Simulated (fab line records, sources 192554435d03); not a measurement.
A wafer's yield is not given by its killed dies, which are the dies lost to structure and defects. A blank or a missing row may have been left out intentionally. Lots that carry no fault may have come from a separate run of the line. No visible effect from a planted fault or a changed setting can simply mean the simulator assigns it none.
fab line records	flow n5Finfet
record lots=7	wafers=21
route steps=1938 shown MOL_CONTACT_COAG@596 BEOL_M0@721 BEOL_M1@758 BEOL_M2@841 BEOL_M3@934
startH: hours from the record's opening day to when the first of the lot's shown wafers began	waitH: time in hours since the lot's previous step	" unchanged from the row above	L1.1+2: a single row standing in for several wafers	- value missing, or start not given	* or withheld: withheld	< > ~ a bound
route shown NAME@n: a module of which the file shows steps, and the number in the route of the first	usual: mean and standard deviation over wafers with no fault	same: alike in all rows	chamber/n: place in a boat	sites: each site's reading	_std_site: how widely they spread, as a standard deviation	_edge_site: the outer-site mean with the inner-site mean subtracted	radiusMm: for every site, how far away it sits from the centre of the wafer	mask NAME#n: copy n	behind: tool/chamber where the wafer was last shaped	hold: why the lot went on hold/how many hours it stayed there/how the hold came to an end	device: the n, p or np transistor that did not switch	end of line: the tests these same wafers got at the end of their route	a step without rows: its recipe alone	killed: not the wafer's yield, but the dies lost to structure and defects at the first sort	map: a wafer's dies, x killed, . not, _ none there
set.NAME: the setting that was run; set.NAME@STEP: the one run at that earlier step	model.NAME: the simulator's own value behind a step, which no gauge read
lots run with intentionally changed settings; tables by step, rows by wafer
## steps
# step N5_MOL_CONTACT_COAG_COAT_34
# recipe resist=CAR-EUV	spinRpm=1500	resistThkNm=40
lot.wafer	tool	chamber	startH	waitH	set.spinRpm	model.CAR-EUV_of_MOL_CONTACT_COAG_COAT_34.thkNm
L074.2	lithoTrack-05	0	-	-	1500	40
L074.4	"	0	"	"	1343	42.2
L074.6	"	0	"	"	1343	42.4
L075.2+4	lithoTrack-05	0	-	-	1500	39.8
L075.6	"	0	"	"	1500	40
L082.3	lithoTrack-03	0	-	-	1500	40
L082.4+6	"	0	"	"	1425	41
L084.3	lithoTrack-02	0	-	-	1500	39.8
L084.4+6	"	0	"	"	1500	40
L086.1+6	lithoTrack-03	0	-	-	1500	40.2
L086.2	"	0	"	"	1500	40
L093.1+2	lithoTrack-02	0	-	-	1500	40
L093.4	"	0	"	"	1500	40.2
L095.1+6	lithoTrack-05	0	-	-	1363	42
L095.4	"	0	"	"	1500	40
# step N5_MOL_CONTACT_COAG_EBR_36
# recipe solvent=PGMEA	ebrWidthMm=1.5
# step N5_MOL_CONTACT_COAG_SOFTBAKE_35
# recipe tempC=110	timeS=60	resist=CAR-EUV
# step N5_MOL_CONTACT_COAG_EXPOSE_37
# recipe maskId=VD	na=0.33	sourceShape=annular	sigmaInner=0.3	sigmaOuter=0.7	polarization=unpolarized	defocusNm=0	doseMj=62
# step N5_MOL_CONTACT_COAG_PEB_38
# recipe pebTempC=100	pebTimeS=60	resist=CAR-EUV
# step N5_MOL_CONTACT_COAG_DEVELOP_39
# recipe developTimeS=30	developer=TMAH	resist=CAR-EUV	rinseLiquid=surfactantRinse	dry=airSpin	devTempC=23
lot.wafer	tool	chamber	startH	waitH	set.spinRpm@MOL_CONTACT_COAG_COAT_34	model.CAR-EUV_of_MOL_CONTACT_COAG_COAT_34.thkNm
L074.2	lithoTrack-03	0	-	-	1500	39.6
L074.4+6	"	0	"	"	1343	41.8
L075.2+4+6	lithoTrack-05	0	-	-	1500	39.4
L082.3	lithoTrack-05	0	-	-	1500	39.6
L082.4+6	"	0	"	"	1425	40.6
L084.3	lithoTrack-02	0	-	-	1500	39.4
L084.4+6	"	0	"	"	1500	39.6
L086.1	lithoTrack-03	0	-	-	1500	39.8
L086.2+6	"	0	"	"	1500	39.6
L093.1+2+4	lithoTrack-05	0	-	-	1500	39.6
L095.1	lithoTrack-03	0	-	-	1363	41.6
L095.4	"	0	"	"	1500	39.6
L095.6	"	0	"	"	1363	41.4
# step N5_MOL_CONTACT_COAG_ETCH_66
# recipe chemistry=CF4	target=SiARC	targetDepthA=130	maskMaterial=CAR-EUV	timeS=21.7	ionEnergyEv=80	pressureMtorr=40	sourceW=545	biasW=36	Ar_flow_sccm=100	cf4FlowSccm=100	ends=cleared
# step N5_MOL_CONTACT_COAG_ALD_133
# recipe material=SiO2	targetThkA=50	tempC=100	aldPrecursorFamily=BDEAS	aldCoReactant=O2-plasma	pulseTimeS=1	coReactantPulseTimeS=1	purgeTimeS=2	coReactantPurgeTimeS=2	aldCycles=35	pressureTorr=2
# step N5_MOL_CONTACT_COAG_ETCHBACK_134
# recipe chemistry=CHF3	target=SiO2	targetDepthA=100	timeS=6.7	ionEnergyEv=200	pressureMtorr=30	sourceW=610	biasW=170	Ar_flow_sccm=200	CHF3_flow_sccm=50
lot.wafer	tool	chamber	startH	waitH	set.spinRpm@MOL_CONTACT_COAG_COAT_34	model.CAR-EUV_of_MOL_CONTACT_COAG_COAT_34.thkNm
L074.2	rieDiel-06	2	100.04	0.2	1500	15.4
L074.4	"	0	"	"	1343	18
L074.6	"	3	"	"	1343	17.8
L075.2+4	rieDiel-06	1,2	110.20	0.1	1500	15.4
L075.6	"	1	"	"	1500	15.6
L082.3	rieDiel-01	2	149.69	0.1	1500	15.6
L082.4	"	3	"	"	1425	16.4
L082.6	"	0	"	"	1425	16.8
L084.3	rieDiel-06	0	168.63	0.5	1500	15.4
L084.4+6	"	1	"	"	1500	15.6
L086.1+2	rieDiel-01	1,3	177.77	0.1	1500	15.6
L086.6	"	1	"	"	1500	15.4
L093.1+2+4	rieDiel-06	0,1,3	219.53	0.1	1500	15.6
L095.1+6	rieDiel-06	1,3	229.31	0.1	1363	17.4
L095.4	"	3	"	"	1500	15.4
# step N5_MOL_CONTACT_COAG_VIA_ETCH_117
# recipe chemistry=C4F6/O2	targetDepthA=400	overetchA=80	maskMaterial=SOC	target=SiO2	biasW=455	pressureMtorr=10	timeS=26	sourceW=325	Ar_flow_sccm=300	C4F6_flow_sccm=10	O2_flow_sccm=10	ionEnergyEv=575.3	ends=endPoint
# usual rfVppV=1572/26
lot.wafer	tool	chamber	startH	waitH	set.biasW	rfVppV
L074.2	rieDiel-06	2	100.19	0.0	455	1582
L074.4	"	0	"	"	478.6	1566
L074.6	"	3	"	"	455	1570
L075.2	rieDiel-06	1	110.36	0.0	455	1618
L075.4	"	2	"	"	395.3	1422
L075.6	"	1	"	"	455	1619
L082.3	rieDiel-01	2	149.85	0.0	530.4	1798
L082.4	"	3	"	"	530.4	1759
L082.6	"	0	"	"	530.4	1743
L084.3	rieDiel-06	0	168.79	0.0	455	1531
L084.4	"	1	"	"	455	1617
L084.6	"	1	"	"	385.2	1429
L086.1	rieDiel-01	1	177.93	0.0	455	1564
L086.2	"	3	"	"	455	1568
L086.6	"	1	"	"	455	1563
L093.1	rieDiel-06	0	219.68	0.0	455	1532
L093.2	"	1	"	"	455	1615
L093.4	"	3	"	"	527	1749
L095.1	rieDiel-06	1	229.46	0.0	512.4	1763
L095.4	"	3	"	"	455	1569
L095.6	"	3	"	"	455	1569
# step N5_MOL_CONTACT_COAG_CVD_140
# recipe material=W	targetThkA=665	mode=selectiveFill	tempC=300	timeS=215
lot.wafer	tool	chamber	startH	waitH	set.targetThkA	model.W_of_MOL_CONTACT_COAG_CVD_140.thkNm
L074.2	cvdW-02	0	100.68	0.1	665	65.8
L074.4	"	0	"	"	665	65.4
L074.6	"	0	"	"	665	66.2
L075.2	cvdW-01	0	110.84	0.1	705.8	68.8
L075.4	"	1	"	"	665	66.6
L075.6	"	1	"	"	665	65.8
L082.3	cvdW-01	1	150.41	0.1	665	65.4
L082.4+6	"	0	"	"	610.8	59.6
L084.3	cvdW-01	1	169.35	0.1	723.5	73.2
L084.4	"	0	"	"	723.5	72
L084.6	"	0	"	"	665	66.2
L086.1	cvdW-02	0	178.45	0.1	665	65.2
L086.2	"	1	"	"	665	67.4
L086.6	"	1	"	"	665	65.8
L093.1	cvdW-01	1	221.03	0.9	665	67
L093.2	"	0	"	"	665	66.8
L093.4	"	1	"	"	665	67.4
L095.1	cvdW-02	0	229.94	0.1	578.1	57.8
L095.4	"	1	"	"	578.1	57.6
L095.6	"	0	"	"	665	66.4
# step N5_MOL_CONTACT_COAG_PRECLEAN_127
# recipe chemistry=DIW	timeS=57.5	tempC=23
# step N5_MOL_CONTACT_COAG_SRD_128
# recipe dryTimeS=32	dry=n2Spin	spinRpm=1500
# step N5_MOL_CONTACT_COAG_CMP_52
# recipe stopOn=SiO2	tOverpolishS=1.5	postCmpClean=wDiluteNh4oh	downForcePsi=4	platenRpm=50.289	padVelocityMS=1.0006	targetThkNm=66.5
lot.wafer	tool	chamber	startH	waitH	set.targetThkA@MOL_CONTACT_COAG_CVD_140	model.W_of_MOL_CONTACT_COAG_CVD_140.thkNm
L074.4	cmp-01	3	101.00	0.0	665	65.4
L074.2	"	1	"	"	665	65.8
L074.6	"	3	"	"	665	66.2
L075.2	cmp-01	0	111.29	0.1	705.8	66.6
L075.4	"	1	"	"	665	66.6
L075.6	"	2	"	"	665	65.8
L082.4+6	cmp-04	3,1	150.73	0.1	610.8	59.6
L082.3	"	0	"	"	665	65.4
L084.4	cmp-03	0	169.63	0.1	723.5	67.6
L084.3	"	1	"	"	723.5	67.8
L084.6	"	0	"	"	665	66.2
L086.2	cmp-01	2	178.79	0.0	665	67.4
L086.1	"	0	"	"	665	65.2
L086.6	"	2	"	"	665	65.8
L093.4	cmp-04	3	221.39	0.1	665	67.4
L093.1	"	0	"	"	665	67
L093.2	"	1	"	"	665	66.8
L095.1	cmp-04	3	230.30	0.1	578.1	57.8
L095.4	"	0	"	"	578.1	57.6
L095.6	"	3	"	"	665	66.4
# step N5_BEOL_M0_TRENCH_ETCH_107
# recipe chemistry=C4F6/O2	targetDepthA=328	target=SiOC	timeS=16.4	ionEnergyEv=250	pressureMtorr=30	sourceW=355	biasW=185	Ar_flow_sccm=300	C4F6_flow_sccm=10	O2_flow_sccm=10
lot.wafer	tool	chamber	startH	waitH	set.targetDepthA	model.BEOL_M0.featureDepthNm
L074.2	rieDiel-06	0	118.81	0.0	356.7	35.4
L074.4	"	0	"	"	328	32.4
L074.6	"	2	"	"	356.7	36
L075.2	rieDiel-02	0	125.35	0.0	328	32
L075.4	"	1	"	"	328	31.4
L075.6	"	3	"	"	328	32.4
L082.3	rieDiel-06	3	163.93	0.0	328	33.4
L082.4	"	2	"	"	328	33
L082.6	"	1	"	"	328	32.4
L084.3	rieDiel-06	3	182.45	0.0	328	33.8
L084.4	"	1	"	"	328	32.6
L084.6	"	0	"	"	328	33.4
L086.1	rieDiel-02	3	196.30	0.0	328	32.2
L086.2+6	"	2	"	"	328	32.6
L093.1+4	rieDiel-02	2	238.73	0.0	328	32.2
L093.2	"	3	"	"	301.8	29.4
L095.1	rieDiel-02	2	242.15	0.0	300.8	29.6
L095.4	"	0	"	"	328	32
L095.6	"	2	"	"	300.8	29.4
# step N5_BEOL_M0_STRIP_142
# recipe chemistry=N2/H2	timeS=10	powerW=450	tempC=40	pressureMtorr=20	rfFrequencyHz=6e+07	biasPowerW=7	n2FlowSccm=200	h2FlowSccm=200
# step N5_BEOL_M0_OCD_MEAS_108
# usual trenchDepthNm=32.7/0.63
lot.wafer	tool	chamber	startH	waitH	set.targetDepthA@BEOL_M0_TRENCH_ETCH_107	trenchDepthNm
L074.2	ocd-01	-	118.92	0.1	356.7	35.0
L074.4	"	-	"	"	328	32.8
L074.6	"	-	"	"	356.7	36.1
L075.2	ocd-01	-	125.45	0.1	328	32.0
L075.4	"	-	"	"	328	31.1
L075.6	"	-	"	"	328	33.0
L082.3	ocd-02	-	164.04	0.1	328	33.7
L082.4	"	-	"	"	328	32.9
L082.6	"	-	"	"	328	32.9
L084.3	ocd-01	-	182.56	0.1	328	34.2
L084.4	"	-	"	"	328	32.8
L084.6	"	-	"	"	328	33.6
L086.1	ocd-02	-	196.41	0.1	328	32.3
L086.2	"	-	"	"	328	32.7
L086.6	"	-	"	"	328	32.5
L093.1	ocd-02	-	238.83	0.1	328	32.1
L093.2	"	-	"	"	301.8	29.8
L093.4	"	-	"	"	328	32.1
L095.1	ocd-02	-	242.26	0.1	300.8	29.9
L095.4	"	-	"	"	328	32.0
L095.6	"	-	"	"	300.8	29.0
# step N5_BEOL_M0_ETCH_109
# recipe chemistry=CH3F/O2	targetDepthA=80	overetchA=24	target=SiCN	timeS=27.4	ionEnergyEv=120	pressureMtorr=30	sourceW=395	biasW=75	Ar_flow_sccm=150	CH3F_flow_sccm=30	O2_flow_sccm=20
# usual rfVppV=296.9/1.7
lot.wafer	tool	chamber	startH	waitH	set.biasW	rfVppV
L074.2	rieDiel-06	0	119.85	0.8	75	294.8
L074.4	"	1	"	"	75	298.9
L074.6	"	2	"	"	75	298.6
L075.2	rieDiel-01	2	126.28	0.7	79.65	306.7
L075.4	"	1	"	"	79.65	309.6
L075.6	"	2	"	"	75	297.4
L082.3	rieDiel-06	3	164.15	0.0	75	297.8
L082.4	"	1	"	"	75	296.6
L082.6	"	2	"	"	75	298.5
L084.3	rieDiel-02	3	182.71	0.0	69.66	281.2
L084.4	"	1	"	"	75	295.6
L084.6	"	2	"	"	75	299.4
L086.1	rieDiel-02	0	196.57	0.1	75	294.5
L086.2	"	1	"	"	75	295.7
L086.6	"	2	"	"	75	298.5
L093.1	rieDiel-01	3	239.09	0.2	75	295.8
L093.2	"	0	"	"	75	296.2
L093.4	"	1	"	"	75	297.7
L095.1	rieDiel-01	3	242.37	0.0	75	296.8
L095.4	"	2	"	"	75	295.8
L095.6	"	1	"	"	86.13	323.9
# step N5_BEOL_M0_DEP_125
# recipe material=SiCN	targetThkA=80	tempC=withheld	precursor=3MS/NH3	pressureTorr=3	rfW=202	timeS=14
lot.wafer	tool	chamber	startH	waitH	set.timeS	model.SiCN_of_BEOL_M0_DEP_125.thkNm
L074.2+4	pecvd-01	0	122.33	0.0	14	7.8
L074.6	"	2	"	"	14	7.6
L075.2+6	pecvd-03	0,1	130.32	0.0	14	8.2
L075.4	"	2	"	"	14	8
L082.3	pecvd-04	2	168.89	0.0	13.1	7.4
L082.4	"	2	"	"	14	7.8
L082.6	"	0	"	"	13.1	7.6
L084.3	pecvd-04	1	187.45	0.0	15.96	9.4
L084.4	"	2	"	"	14	8.2
L084.6	"	1	"	"	15.96	9.2
L086.1+2	pecvd-03	0,1	200.91	0.0	14	7.8
L086.6	"	2	"	"	14	8
L093.1	pecvd-04	2	241.52	0.0	15.61	9
L093.2+4	"	0	"	"	14	8.2
L095.1+6	pecvd-03	1	245.57	0.0	15.91	9
L095.4	"	0	"	"	14	8
# step N5_BEOL_M1_COAT_05
# recipe resist=CAR-EUV	spinRpm=1500	resistThkNm=30
lot.wafer	tool	chamber	startH	waitH	set.spinRpm	model.CAR-EUV_of_BEOL_M1_COAT_05.thkNm
L074.2	lithoTrack-05	0	-	-	1500	30
L074.4	"	0	"	"	1542	29.6
L074.6	"	0	"	"	1500	29.8
L075.2+4	lithoTrack-03	0	-	-	1442	30.6
L075.6	"	0	"	"	1500	30
L082.3+4	lithoTrack-05	0	-	-	1500	29.8
L082.6	"	0	"	"	1500	30
L084.3+4+6	lithoTrack-03	0	-	-	1500	30
L086.1+2+6	lithoTrack-01	0	-	-	1500	30
L093.1+4	lithoTrack-01	0	-	-	1410	31
L093.2	"	0	"	"	1500	30
L095.1+6	lithoTrack-05	0	-	-	1500	30
L095.4	"	0	"	"	1663	28.6
# step N5_BEOL_M1_EBR_07
# recipe solvent=PGMEA	ebrWidthMm=1.5
# step N5_BEOL_M1_SOFTBAKE_06
# recipe tempC=110	timeS=60	resist=CAR-EUV
# step N5_BEOL_M1_EXPOSE_08
# recipe maskId=M1	na=0.33	sourceShape=dipole	sigmaInner=0.369	sigmaOuter=0.767	polarization=unpolarized	doseMj=33
# step N5_BEOL_M1_PEB_09
# recipe pebTempC=100	pebTimeS=60	resist=CAR-EUV
# step N5_BEOL_M1_DEVELOP_10
# recipe developTimeS=30	developer=TMAH	resist=CAR-EUV	rinseLiquid=surfactantRinse	dry=airSpin	devTempC=23
lot.wafer	tool	chamber	startH	waitH	set.spinRpm@BEOL_M1_COAT_05	model.CAR-EUV_of_BEOL_M1_COAT_05.thkNm
L074.2	lithoTrack-03	0	-	-	1500	29.6
L074.4	"	0	"	"	1542	29
L074.6	"	0	"	"	1500	29.4
L075.2+4	lithoTrack-03	0	-	-	1442	30.2
L075.6	"	0	"	"	1500	29.6
L082.3+4	lithoTrack-05	0	-	-	1500	29.4
L082.6	"	0	"	"	1500	29.6
L084.3+4+6	lithoTrack-03	0	-	-	1500	29.6
L086.1+2	lithoTrack-01	0	-	-	1500	29.4
L086.6	"	0	"	"	1500	29.6
L093.1	lithoTrack-05	0	-	-	1410	30.4
L093.2	"	0	"	"	1500	29.6
L093.4	"	0	"	"	1410	30.6
L095.1	lithoTrack-05	0	-	-	1500	29.4
L095.4	"	0	"	"	1663	28.2
L095.6	"	0	"	"	1500	29.6
# step N5_BEOL_M2_ILD_DEP_00
# recipe material=SiOC	targetThkA=790	tempC=350	precursor=DEMS/O2	pressureTorr=5	rfW=500	timeS=15.3
lot.wafer	tool	chamber	startH	waitH	set.timeS	model.SiOC_of_BEOL_M2_ILD_DEP_00.thkNm
L074.2	pecvd-02	1	137.13	0.0	15.3	76.6
L074.4	"	2	"	"	13.25	69.4
L074.6	"	0	"	"	13.25	68.8
L075.2	pecvd-04	2	140.69	0.0	15.3	78
L075.4	"	2	"	"	15.3	79.2
L075.6	"	1	"	"	15.3	78.4
L082.3	pecvd-03	2	181.27	0.0	15.3	80.2
L082.4	"	2	"	"	15.3	80.4
L082.6	"	1	"	"	15.3	79.8
L084.3	pecvd-03	0	195.13	0.0	13.1	67
L084.4	"	0	"	"	13.1	68.2
L084.6	"	2	"	"	15.3	80.2
L086.1	pecvd-03	1	213.16	0.0	15.3	78.4
L086.2	"	2	"	"	15.3	79.6
L086.6	"	2	"	"	15.3	80.6
L095.1	pecvd-04	1	255.12	0.0	15.3	79.8
L095.4	"	2	"	"	17.25	90
L095.6	"	1	"	"	17.25	91.6
L093.1	pecvd-03	0	267.49	0.0	16.28	82.8
L093.2	"	1	"	"	15.3	78
L093.4	"	2	"	"	15.3	79.6
# step N5_BEOL_M2_THK_MEAS_01
# recipe reads=SiOC_of_BEOL_M2_ILD_DEP_00
# usual M2_ILD_THK=78.9/1
lot.wafer	tool	chamber	startH	waitH	set.timeS@BEOL_M2_ILD_DEP_00	M2_ILD_THK[nm]
L074.2	filmMetro-02	-	137.20	0.1	15.3	76.6
L074.4	"	-	"	"	13.25	69.5
L074.6	"	-	"	"	13.25	68.7
L075.2	filmMetro-01	-	140.76	0.1	15.3	77.9
L075.4	"	-	"	"	15.3	79.2
L075.6	"	-	"	"	15.3	78.5
L082.3	filmMetro-02	-	181.34	0.1	15.3	80.2
L082.4	"	-	"	"	15.3	80.3
L082.6	"	-	"	"	15.3	79.8
L084.3	filmMetro-02	-	195.20	0.1	13.1	67.0
L084.4	"	-	"	"	13.1	68.2
L084.6	"	-	"	"	15.3	80.1
L086.1	filmMetro-02	-	213.23	0.0	15.3	78.4
L086.2	"	-	"	"	15.3	79.5
L086.6	"	-	"	"	15.3	80.7
L095.1	filmMetro-01	-	255.19	0.0	15.3	79.9
L095.4	"	-	"	"	17.25	90.0
L095.6	"	-	"	"	17.25	91.5
L093.1	filmMetro-01	-	267.56	0.0	16.28	82.9
L093.2	"	-	"	"	15.3	77.9
L093.4	"	-	"	"	15.3	79.7
# step N5_BEOL_M2_ETCH_69
# recipe chemistry=CF4	target=SiARC	targetDepthA=156	maskMaterial=CAR-EUV	timeS=26	ionEnergyEv=80	pressureMtorr=40	sourceW=545	biasW=36	Ar_flow_sccm=100	cf4FlowSccm=100	ends=cleared
# usual rfVppV=183.8/1.2
lot.wafer	tool	chamber	startH	waitH	set.biasW	rfVppV
L074.2	rieDiel-06	0	139.37	0.0	36	183.6
L074.4	"	3	"	"	36	184.0
L074.6	"	1	"	"	36	183.0
L075.2	rieDiel-01	0	145.20	0.0	36	184.4
L075.4	"	3	"	"	30.66	167.5
L075.6	"	2	"	"	30.66	165.1
L082.3	rieDiel-02	1	183.13	0.0	36	182.1
L082.4	"	0	"	"	32.75	172.6
L082.6	"	0	"	"	36	182.6
L084.3	rieDiel-02	2	198.05	0.0	36	186.0
L084.4	"	3	"	"	40.12	196.7
L084.6	"	0	"	"	36	182.2
L086.1	rieDiel-01	2	215.42	0.0	36	185.5
L086.2	"	3	"	"	36	184.3
L086.6	"	2	"	"	36	184.2
L095.1	rieDiel-02	2	258.75	0.0	36	185.2
L095.4	"	1	"	"	36	185.2
L095.6	"	2	"	"	36	185.4
L093.1	rieDiel-01	2	270.41	0.0	40.1	196.9
L093.2	"	3	"	"	40.1	197.1
L093.4	"	1	"	"	36	183.5
# step N5_BEOL_M2_TRENCH_ETCH_37
# recipe chemistry=C4F6/O2	targetDepthA=555.55	target=SiOC	timeS=29.2	ionEnergyEv=250	pressureMtorr=30	sourceW=355	biasW=185	Ar_flow_sccm=300	C4F6_flow_sccm=10	O2_flow_sccm=10
# usual rfVppV=659/11
lot.wafer	tool	chamber	startH	waitH	set.biasW	rfVppV
L074.2	rieDiel-06	0	-	-	185	629
L074.4	"	1	"	"	185	679
L074.6	"	0	"	"	185	629
L075.2	rieDiel-06	3	-	-	185	657
L075.4	"	1	"	"	185	678
L075.6	"	3	"	"	216	744
L082.3	rieDiel-01	1	-	-	185	657
L082.4	"	0	"	"	209	717
L082.6	"	3	"	"	185	658
L084.3	rieDiel-02	2	-	-	185	669
L084.4	"	1	"	"	185	662
L084.6	"	0	"	"	185	647
L086.1	rieDiel-01	3	-	-	185	658
L086.2	"	0	"	"	185	652
L086.6	"	1	"	"	185	656
L095.1	rieDiel-02	2	-	-	160.5	596
L095.4	"	0	"	"	160.5	575
L095.6	"	2	"	"	185	669
L093.1	rieDiel-06	0	-	-	203	690
L093.2	"	1	"	"	185	680
L093.4	"	2	"	"	203	713
# step N5_BEOL_M3_HM_DEP_02
# recipe material=TiN	targetThkA=200	tempC=25	chamberPressurePa=0.49996
lot.wafer	tool	chamber	startH	waitH	set.targetThkA	model.TiN_of_BEOL_M3_HM_DEP_02.thkNm
L074.2+4	pvdSputter-02	-	145.43	0.7	200	19.6
L074.6	"	-	"	"	200	19.4
L075.2+4	pvdSputter-02	-	151.50	1.0	200	19.6
L075.6	"	-	"	"	200	20.4
L082.3+4	pvdSputter-01	-	196.47	1.1	200	20
L082.6	"	-	"	"	221.3	22.4
L084.3	pvdSputter-01	-	203.92	0.2	200	20.4
L084.4	"	-	"	"	174.5	17.6
L084.6	"	-	"	"	174.5	18
L086.1	pvdSputter-03	-	223.15	2.4	200	19.8
L086.2+6	"	-	"	"	200	20
L095.1	pvdSputter-02	-	275.49	2.4	200	20
L095.4	"	-	"	"	180.9	18
L095.6	"	-	"	"	200	19.6
L093.1+4	pvdSputter-03	-	282.50	0.8	200	20.2
L093.2	"	-	"	"	200	19.8
## key
split step=N5_MOL_CONTACT_COAG_COAT_34	setting=spinRpm	stated=1500	by=wafer
response step=N5_MOL_CONTACT_COAG_COAT_34	reading=model.CAR-EUV_of_MOL_CONTACT_COAG_COAT_34.thkNm	change=-0.217	per=1%	r=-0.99
response step=N5_MOL_CONTACT_COAG_DEVELOP_39	reading=model.CAR-EUV_of_MOL_CONTACT_COAG_COAT_34.thkNm	change=-0.208	per=1%	r=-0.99
response step=N5_MOL_CONTACT_COAG_ETCHBACK_134	reading=model.CAR-EUV_of_MOL_CONTACT_COAG_COAT_34.thkNm	change=-0.227	per=1%	r=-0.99
split step=N5_MOL_CONTACT_COAG_VIA_ETCH_117	setting=biasW	stated=455	by=wafer
response step=N5_MOL_CONTACT_COAG_VIA_ETCH_117	reading=rfVppV	change=+11.8	per=1%	r=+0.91
split step=N5_MOL_CONTACT_COAG_CVD_140	setting=targetThkA	stated=665	by=wafer
response step=N5_MOL_CONTACT_COAG_CVD_140	reading=model.W_of_MOL_CONTACT_COAG_CVD_140.thkNm	change=+0.662	per=1%	r=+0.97
response step=N5_MOL_CONTACT_COAG_CMP_52	reading=model.W_of_MOL_CONTACT_COAG_CVD_140.thkNm	change=+0.501	per=1%	r=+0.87
split step=N5_BEOL_M0_TRENCH_ETCH_107	setting=targetDepthA	stated=328	by=wafer
response step=N5_BEOL_M0_TRENCH_ETCH_107	reading=model.BEOL_M0.featureDepthNm	change=+0.344	per=1%	r=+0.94
response step=N5_BEOL_M0_OCD_MEAS_108	reading=trenchDepthNm	change=+0.304	per=1%	r=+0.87
split step=N5_BEOL_M0_ETCH_109	setting=biasW	stated=75	by=wafer
response step=N5_BEOL_M0_ETCH_109	reading=rfVppV	change=+1.92	per=1%	r=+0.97
split step=N5_BEOL_M0_DEP_125	setting=timeS	stated=14	by=wafer
response step=N5_BEOL_M0_DEP_125	reading=model.SiCN_of_BEOL_M0_DEP_125.thkNm	change=+0.0723	per=1%	r=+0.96
split step=N5_BEOL_M1_COAT_05	setting=spinRpm	stated=1500	by=wafer
response step=N5_BEOL_M1_COAT_05	reading=model.CAR-EUV_of_BEOL_M1_COAT_05.thkNm	change=-0.138	per=1%	r=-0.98
response step=N5_BEOL_M1_DEVELOP_10	reading=model.CAR-EUV_of_BEOL_M1_COAT_05.thkNm	change=-0.131	per=1%	r=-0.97
split step=N5_BEOL_M2_ILD_DEP_00	setting=timeS	stated=15.3	by=wafer
response step=N5_BEOL_M2_ILD_DEP_00	reading=model.SiOC_of_BEOL_M2_ILD_DEP_00.thkNm	change=+0.759	per=1%	r=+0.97
response step=N5_BEOL_M2_THK_MEAS_01	reading=M2_ILD_THK	change=+0.754	per=1%	r=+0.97
split step=N5_BEOL_M2_ETCH_69	setting=biasW	stated=36	by=wafer
response step=N5_BEOL_M2_ETCH_69	reading=rfVppV	change=+1.16	per=1%	r=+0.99
split step=N5_BEOL_M2_TRENCH_ETCH_37	setting=biasW	stated=185	by=wafer
response step=N5_BEOL_M2_TRENCH_ETCH_37	reading=rfVppV	change=+4.68	per=1%	r=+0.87
split step=N5_BEOL_M3_HM_DEP_02	setting=targetThkA	stated=200	by=wafer
response step=N5_BEOL_M3_HM_DEP_02	reading=model.TiN_of_BEOL_M3_HM_DEP_02.thkNm	change=+0.207	per=1%	r=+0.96
